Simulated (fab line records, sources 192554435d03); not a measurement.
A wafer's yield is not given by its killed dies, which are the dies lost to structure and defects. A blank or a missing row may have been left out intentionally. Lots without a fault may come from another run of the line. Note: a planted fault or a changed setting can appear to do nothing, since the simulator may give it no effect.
Which tool is to blame? -- flow n5Finfet -- at 1 step of a route of 1938, 9 lots with 27 wafers sampled

## WHAT THE GAUGES SHOWED, per wafer
N5_BEOL_M4_RC_MEAS_101. Usual: DIBL_N 36.8 mV/V, standard deviation 1.9; DIBL_P 36.5 mV/V, standard deviation 2.1; IOFF_N 0.17 nA/um, standard deviation 0.038; IOFF_P 0.22 nA/um, standard deviation 0.039; ION_N 675 uA/um, standard deviation 12; ION_P 463 uA/um, standard deviation 7.4; SS_N 71.6 mV/dec, standard deviation 0.71; SS_P 73.4 mV/dec, standard deviation 0.72; VT_N 249 mV, standard deviation 3.3; VT_P -250 mV, standard deviation 3.3.
lot,measured,on,DIBL_N (mV/V),DIBL_P (mV/V),IOFF_N (nA/um),IOFF_P (nA/um),ION_N (uA/um),ION_P (uA/um),SS_N (mV/dec),SS_P (mV/dec),VT_N (mV),VT_P (mV),flag
L831,day 8 08:25,prober-01,34.7 39.9 35.7,34.3 40.0 34.5,0.12 0.21 0.12,0.16 0.24 0.16,657 680 656,453 459 450,71.0 72.7 70.9,72.6 74.3 72.9,251 249 252,-256 -252 -256,
L832,day 8 19:52,prober-01,35.5 37.5 36.2,34.9 37.1 35.7,0.16 0.19 0.16,0.21 0.25 0.21,679 686 690,461 467 466,71.2 71.8 71.1,73.1 72.9 73.1,246 245 247,-249 -244 -245,
L833,day 9 03:04,prober-02,37.8 36.4 37.7,37.4 36.3 38.7,0.19 0.17 0.19,0.25 0.23 0.27,672 678 684,461 465 472,71.9 71.3 71.3,73.3 73.2 73.7,248 248 242,-249 -247 -244,
L836,day 9 11:34,prober-02,40.9 39.9 36.8,40.5 40.0 35.5,0.23 0.24 0.16,0.29 0.31 0.21,690 705 678,470 486 468,72.9 72.0 70.9,75.1 74.4 73.7,247 241 249,-247 -244 -250,
L837,day 10 21:26,prober-02,33.6 36.5 37.0,33.0 35.9 37.0,0.12 0.16 0.17,0.16 0.20 0.21,654 667 657,458 456 452,70.5 71.6 71.3,72.4 73.9 74.4,253 250 249,-254 -252 -250,
L843,day 11 22:47,prober-01,35.2 40.4 34.9,34.2 39.5 35.6,0.15 0.26 0.14,0.18 0.29 0.21,670 674 678,458 458 480,70.6 72.3 70.3,72.4 73.7 72.1,249 245 250,-252 -247 -248,
L844,day 12 18:36,prober-01,35.1 36.4 36.0,33.2 34.4 34.9,0.13 0.14 0.13,0.17 0.18 0.19,676 662 670,463 455 463,70.5 71.1 70.7,72.2 73.1 72.9,252 252 253,-254 -251 -251,
L845,day 12 23:21,prober-01,39.0 34.7 41.0,37.3 34.8 40.3,0.23 0.14 0.31,0.27 0.23 0.33,668 682 682,461 480 470,73.2 70.9 72.9,73.8 73.4 75.1,247 251 242,-244 -248 -243,
L853,day 15 01:47,prober-02,38.5 41.7 36.9,38.1 40.6 34.9,0.20 0.28 0.16,0.25 0.31 0.20,698 685 680,472 470 465,72.2 72.6 71.7,73.8 74.5 73.5,244 242 250,-247 -245 -251,

## TOOL THAT RAN EACH LOT (tool first, then ch and the chambers of the sampled wafers, then the start)
No process step before these readings appears in the record.

## WHAT THE TOOLS THEMSELVES READ (means of the sampled wafers that have a number; where no wafer has one, the mark that the record gives instead)
The record holds no such reading with a usual standard deviation.

## THE ANSWER, worked out from the rows above alone
Rule: take the mean of a lot's wafers that have a number; if it is more than 3 standard deviations from the usual mean, the lot is off. A lot without any number at a reading at which 4 lots or more have one is off too. Any other lot the step has rows for is counted as sound. First the gauges in route order, then the tools' own readings, where a lot's mean is used as printed above. The first step at which some lot is off is used, and at that step the reading that is off furthest; a lot without a number counts as furthest.
None of the lots is off at any reading shown; this tells nothing.

## WHAT THE SIMULATOR HAD PUT IN
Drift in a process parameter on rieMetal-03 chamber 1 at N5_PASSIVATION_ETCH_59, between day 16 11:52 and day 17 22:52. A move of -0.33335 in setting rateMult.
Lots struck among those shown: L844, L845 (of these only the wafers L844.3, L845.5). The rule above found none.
